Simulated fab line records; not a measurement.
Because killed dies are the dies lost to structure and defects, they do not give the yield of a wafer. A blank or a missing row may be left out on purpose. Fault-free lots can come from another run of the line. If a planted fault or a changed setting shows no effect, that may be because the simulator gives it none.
Which tool did it? / flow nand harc / 14 lots with 42 wafers sampled at 4 steps, on a route of 1302 steps

== WHAT THE GAUGES SHOWED, per wafer ==
NHARC_END_SORT_01.
lot=L673; measured=day 27 16:29; on=prober-02; killed at array=125 133 136; killed at other=0 3 2; killed at periphery=5 5 7; killed dies=130 141 145; killed open=3 2 4; killed short=0 2 3
lot=L674; measured=day 27 07:25; on=prober-01; killed at array=135 138 136; killed at other=1 1 1; killed at periphery=5 1 5; killed dies=141 140 142; killed open=3 0 0; killed short=0 0 3

== EACH LOT AND THE TOOL THAT RAN IT (in order: tool; ch and the chambers of the sampled wafers; start) ==
lot=L668; NHARC_A_CHANNEL_FILL_D2_CVD_18=lpcvd poly-04 ch 0, day 14 20:46; NHARC_THIN_TSV_PVD_51=pvd sputter-03, day 24 14:56 or earlier; NHARC_THIN_TSV_ETCH_36=rie metal-01 ch 0,1, day 24 14:56
lot=L669; NHARC_A_CHANNEL_FILL_D2_CVD_18=lpcvd poly-04 ch 0, day 14 20:46; NHARC_THIN_TSV_PVD_51=pvd sputter-03, day 24 02:28 or earlier; NHARC_THIN_TSV_ETCH_36=rie metal-01 ch 0,1, day 24 02:28
lot=L671; NHARC_A_CHANNEL_FILL_D2_CVD_18=lpcvd poly-02 ch 0, day 16 07:27; NHARC_THIN_TSV_PVD_51=pvd sputter-01, day 25 08:14 or earlier; NHARC_THIN_TSV_ETCH_36=rie metal-02 ch 0,1, day 25 08:14
lot=L672; NHARC_A_CHANNEL_FILL_D2_CVD_18=lpcvd poly-02 ch 0, day 16 07:27; NHARC_THIN_TSV_PVD_51=pvd sputter-02, day 25 16:13 or earlier; NHARC_THIN_TSV_ETCH_36=rie metal-02 ch 0,1, day 25 16:13
lot=L673; NHARC_A_CHANNEL_FILL_D2_CVD_18=lpcvd poly-02 ch 0, day 17 07:06; NHARC_THIN_TSV_PVD_51=pvd sputter-01, day 27 08:05 or earlier; NHARC_THIN_TSV_ETCH_36=rie metal-03 ch 0,1, day 27 08:05
lot=L674; NHARC_A_CHANNEL_FILL_D2_CVD_18=lpcvd poly-02 ch 0, day 17 07:06; NHARC_THIN_TSV_PVD_51=pvd sputter-01, day 26 22:50 or earlier; NHARC_THIN_TSV_ETCH_36=rie metal-01 ch 0,1, day 26 22:50
lot=L680; NHARC_A_CHANNEL_FILL_D2_CVD_18=lpcvd poly-04 ch 0, day 20 18:10; NHARC_THIN_TSV_PVD_51=pvd sputter-02, day 30 08:09 or earlier; NHARC_THIN_TSV_ETCH_36=rie metal-01 ch 0,1, day 30 08:09
lot=L682; NHARC_A_CHANNEL_FILL_D2_CVD_18=lpcvd poly-02 ch 0, day 21 01:13; NHARC_THIN_TSV_PVD_51=pvd sputter-01, day 30 19:30 or earlier; NHARC_THIN_TSV_ETCH_36=rie metal-03 ch 0,1, day 30 19:30
lot=L683; NHARC_A_CHANNEL_FILL_D2_CVD_18=lpcvd poly-02 ch 0, day 21 01:13; NHARC_THIN_TSV_PVD_51=pvd sputter-02, day 30 00:16 or earlier; NHARC_THIN_TSV_ETCH_36=rie metal-01 ch 0,1, day 30 00:16
lot=L685; NHARC_A_CHANNEL_FILL_D2_CVD_18=lpcvd poly-04 ch 0, day 21 21:38; NHARC_THIN_TSV_PVD_51=pvd sputter-03, day 31 01:58 or earlier; NHARC_THIN_TSV_ETCH_36=rie metal-02 ch 1, day 31 01:58
lot=L686; NHARC_A_CHANNEL_FILL_D2_CVD_18=lpcvd poly-02 ch 0, day 22 10:51; NHARC_THIN_TSV_PVD_51=pvd sputter-02, day 31 15:31 or earlier; NHARC_THIN_TSV_ETCH_36=rie metal-01 ch 0,1, day 31 15:31
lot=L687; NHARC_A_CHANNEL_FILL_D2_CVD_18=lpcvd poly-04 ch 0, day 23 02:02; NHARC_THIN_TSV_PVD_51=pvd sputter-02, day 32 09:18 or earlier; NHARC_THIN_TSV_ETCH_36=rie metal-02 ch 0,1, day 32 09:18
lot=L688; NHARC_A_CHANNEL_FILL_D2_CVD_18=lpcvd poly-04 ch 0, day 23 02:02; NHARC_THIN_TSV_PVD_51=pvd sputter-03, day 32 10:35 or earlier; NHARC_THIN_TSV_ETCH_36=rie metal-03 ch 0,1, day 32 10:35
lot=L690; NHARC_A_CHANNEL_FILL_D2_CVD_18=lpcvd poly-04 ch 0, day 23 13:32; NHARC_THIN_TSV_PVD_51=pvd sputter-03, day 33 01:43 or earlier; NHARC_THIN_TSV_ETCH_36=rie metal-03 ch 0,1, day 33 01:43
- NHARC_A_CHANNEL_FILL_D2_CVD_18: deposits poly-Si, target thk 3 nm.
- NHARC_THIN_TSV_PVD_51: deposits Cu, target thk 100 nm.
- NHARC_THIN_TSV_ETCH_36: etches the open film in Cl2/BCl3, target depth 65 nm, time 18.571 s.

== AS READ BY THE TOOLS THEMSELVES (means over the sampled wafers that have a number; for cases with no such wafer, the mark the record gives instead) ==
NHARC_A_CHANNEL_FILL_D2_CVD_18.
lot=L668; tool=lpcvd poly-04; spike tc lower C (C)=549.7
lot=L669; tool=lpcvd poly-04; spike tc lower C (C)=551.4
lot=L671; tool=lpcvd poly-02; spike tc lower C (C)=550.5
lot=L672; tool=lpcvd poly-02; spike tc lower C (C)=550.0
lot=L673; tool=lpcvd poly-02; spike tc lower C (C)=550.4
lot=L674; tool=lpcvd poly-02; spike tc lower C (C)=549.4
lot=L680; tool=lpcvd poly-04; spike tc lower C (C)=549.7
lot=L682; tool=lpcvd poly-02; spike tc lower C (C)=550.5
lot=L683; tool=lpcvd poly-02; spike tc lower C (C)=550.3
lot=L685; tool=lpcvd poly-04; spike tc lower C (C)=550.9
lot=L686; tool=lpcvd poly-02; spike tc lower C (C)=550.0
lot=L687; tool=lpcvd poly-04; spike tc lower C (C)=550.2
lot=L688; tool=lpcvd poly-04; spike tc lower C (C)=550.5
lot=L690; tool=lpcvd poly-04; spike tc lower C (C)=550.4

NHARC_THIN_TSV_PVD_51.
lot=L668; tool=pvd sputter-03; throttle valve pct (%)=28.8
lot=L669; tool=pvd sputter-03; throttle valve pct (%)=28.8
lot=L671; tool=pvd sputter-01; throttle valve pct (%)=29.9
lot=L672; tool=pvd sputter-02; throttle valve pct (%)=29.4
lot=L673; tool=pvd sputter-01; throttle valve pct (%)=28.5
lot=L674; tool=pvd sputter-01; throttle valve pct (%)=29.6
lot=L680; tool=pvd sputter-02; throttle valve pct (%)=29.8
lot=L682; tool=pvd sputter-01; throttle valve pct (%)=28.4
lot=L683; tool=pvd sputter-02; throttle valve pct (%)=30.6
lot=L685; tool=pvd sputter-03; throttle valve pct (%)=29.5
lot=L686; tool=pvd sputter-02; throttle valve pct (%)=30.2
lot=L687; tool=pvd sputter-02; throttle valve pct (%)=30.2
lot=L688; tool=pvd sputter-03; throttle valve pct (%)=30.5
lot=L690; tool=pvd sputter-03; throttle valve pct (%)=29.6

NHARC_THIN_TSV_ETCH_36.
lot=L668; tool=rie metal-01; drypump motor current A (A)=5.2; oes product au (a.u.)=0.987
lot=L669; tool=rie metal-01; drypump motor current A (A)=5.5; oes product au (a.u.)=0.989
lot=L671; tool=rie metal-02; drypump motor current A (A)=5.7; oes product au (a.u.)=0.993
lot=L672; tool=rie metal-02; drypump motor current A (A)=5.7; oes product au (a.u.)=0.993
lot=L673; tool=rie metal-03; drypump motor current A (A)=6.1; oes product au (a.u.)=1.019
lot=L674; tool=rie metal-01; drypump motor current A (A)=5.2; oes product au (a.u.)=1.004
lot=L680; tool=rie metal-01; drypump motor current A (A)=5.2; oes product au (a.u.)=0.999
lot=L682; tool=rie metal-03; drypump motor current A (A)=6.1; oes product au (a.u.)=1.005
lot=L683; tool=rie metal-01; drypump motor current A (A)=5.2; oes product au (a.u.)=0.995
lot=L685; tool=rie metal-02; drypump motor current A (A)=5.6; oes product au (a.u.)=1.008
lot=L686; tool=rie metal-01; drypump motor current A (A)=5.2; oes product au (a.u.)=0.998
lot=L687; tool=rie metal-02; drypump motor current A (A)=5.7; oes product au (a.u.)=1.004
lot=L688; tool=rie metal-03; drypump motor current A (A)=6.2; oes product au (a.u.)=1.002
lot=L690; tool=rie metal-03; drypump motor current A (A)=6.1; oes product au (a.u.)=1.006

== THE ANSWER, worked out from the rows above alone ==
Rule: the lots themselves supply what counts as usual. The widest of any qualifying gaps counts: lots, ordered by their means at a reading, are off when they make up no more than a third of the lots, leave a main group of 4 or more, and stand apart from it by 3 or more times the standard deviation of that group's means. A main group is skipped when, at the precision printed for the reading in the tables above, its means are all equal. A lot without any number at a reading at which 4 lots or more have one is off too. Where the step has rows for the other lots, those lots are counted as sound. Order of review: gauges by route order, followed by the tools' own readings, for which a lot's mean as printed above is used. The first step at which some lot is off is used, and at that step the reading that is off furthest; a lot without a number counts as furthest.
None of the lots is off at any reading shown; this tells nothing.

== WHAT THE SIMULATOR HAD PUT IN ==
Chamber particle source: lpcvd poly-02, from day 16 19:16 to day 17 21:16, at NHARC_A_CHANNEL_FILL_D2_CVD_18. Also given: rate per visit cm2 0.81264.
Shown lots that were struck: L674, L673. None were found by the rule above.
